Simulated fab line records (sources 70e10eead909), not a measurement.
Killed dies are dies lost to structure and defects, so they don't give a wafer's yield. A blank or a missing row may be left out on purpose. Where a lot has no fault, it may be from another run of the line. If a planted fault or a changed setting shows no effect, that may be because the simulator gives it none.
Matching of chambers + flow nand harc + rie diel-11 running NHARC_A_M1_DESCUM_14: 4 sister chambers
The step chemistry O2, time 3 s. 4 wafers are shown with their chamber, then 7 later ones without.

## WAFERS, EACH WITH ITS CHAMBER
| wafer  | chamber | showerhead plenum p Torr (Torr) |
|--------|---------|---------------------------------|
| L079.3 | 2       | 1.93                            |
| L079.5 | 3       | 1.80                            |
| L082.3 | 1       | 1.91                            |
| L082.4 | 0       | 1.83                            |

## WAFERS MISSING THEIR CHAMBER
| wafer  | showerhead plenum p Torr (Torr) |
|--------|---------------------------------|
| L082.5 | 1.91                            |
| L094.1 | 1.80                            |
| L094.4 | 1.92                            |
| L094.5 | 1.83                            |
| L095.2 | 1.90                            |
| L095.4 | 1.90                            |
| L095.5 | 1.92                            |

## WHICH CHAMBER EACH ONE RAN IN
| wafer  | from the rows above     | in truth |
|--------|-------------------------|----------|
| L082.5 | 1                       | 1        |
| L094.1 | 3                       | 3        |
| L094.4 | can't be placed: 1 or 2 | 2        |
| L094.5 | 0                       | 0        |
| L095.2 | 1                       | 1        |
| L095.4 | 1                       | 1        |
| L095.5 | can't be placed: 1 or 2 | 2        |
Placed correctly: 5 of 7. Unplaceable from these rows: 2, with the true chamber sitting among the candidates in 2. Number placed wrongly: 0.
How it was worked out, from the rows above alone: a wafer's distance from a chamber is the root of the sum, over the readings, of the square of ((its reading less the chamber's mean) divided by the reading's scatter). The wafer belongs to the nearest chamber; if the next one is less than 2 further off, it can't be placed. The mean given for a chamber averages the wafers shown for that chamber. The scatter: with one shown wafer a chamber, the root of the mean of the squares of how far each hidden wafer lies from its nearest shown one.
